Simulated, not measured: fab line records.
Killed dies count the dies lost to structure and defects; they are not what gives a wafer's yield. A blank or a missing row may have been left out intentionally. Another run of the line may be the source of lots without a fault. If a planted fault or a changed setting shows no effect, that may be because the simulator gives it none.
Matching of chambers | flow nandHarc | rieDiel-12 running NHARC_A_STAIRCASE_STRIP_476: 4 sister chambers
The step strips in O2, time 20 s. 4 wafers are shown with their chamber, then 8 later ones without.

== WAFERS WITH THEIR CHAMBER ==
wafer  | chamber | drypumpMotorCurrentA (A)
L084.5 | 3       | 4.7
L087.3 | 1       | 6.0
L087.5 | 0       | 5.9
L089.4 | 2       | 5.4

== WAFERS WHOSE CHAMBER IS MISSING ==
wafer  | drypumpMotorCurrentA (A)
L089.5 | 6.0
L089.6 | 5.8
L092.1 | 4.8
L092.3 | 5.9
L092.5 | 6.0
L096.1 | 5.5
L096.4 | 4.7
L096.6 | 4.7

== EACH ONE'S CHAMBER ==
wafer  | from the rows above     | in truth
L089.5 | can't be placed: 1 or 0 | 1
L089.6 | can't be placed: 0 or 1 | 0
L092.1 | 3                       | 3
L092.3 | can't be placed: 0 or 1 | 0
L092.5 | can't be placed: 1 or 0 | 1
L096.1 | 2                       | 2
L096.4 | 3                       | 3
L096.6 | 3                       | 3
Correct placement for 4 of the 8. Not placeable from these rows: 4 (in 4, the candidates include the true chamber). Number placed wrongly: 0.
How it was worked out, from the rows above alone: a wafer's distance from a chamber is the root of the sum, over the readings, of the square of ((its reading less the chamber's mean) divided by the reading's scatter). If the next closest chamber is less than 2 further off than the closest, the wafer can't be placed; otherwise it belongs to the closest. A chamber's mean is the mean of its shown wafers. The scatter: root of mean squared gap, hidden wafer to nearest shown wafer, with one shown wafer a chamber.
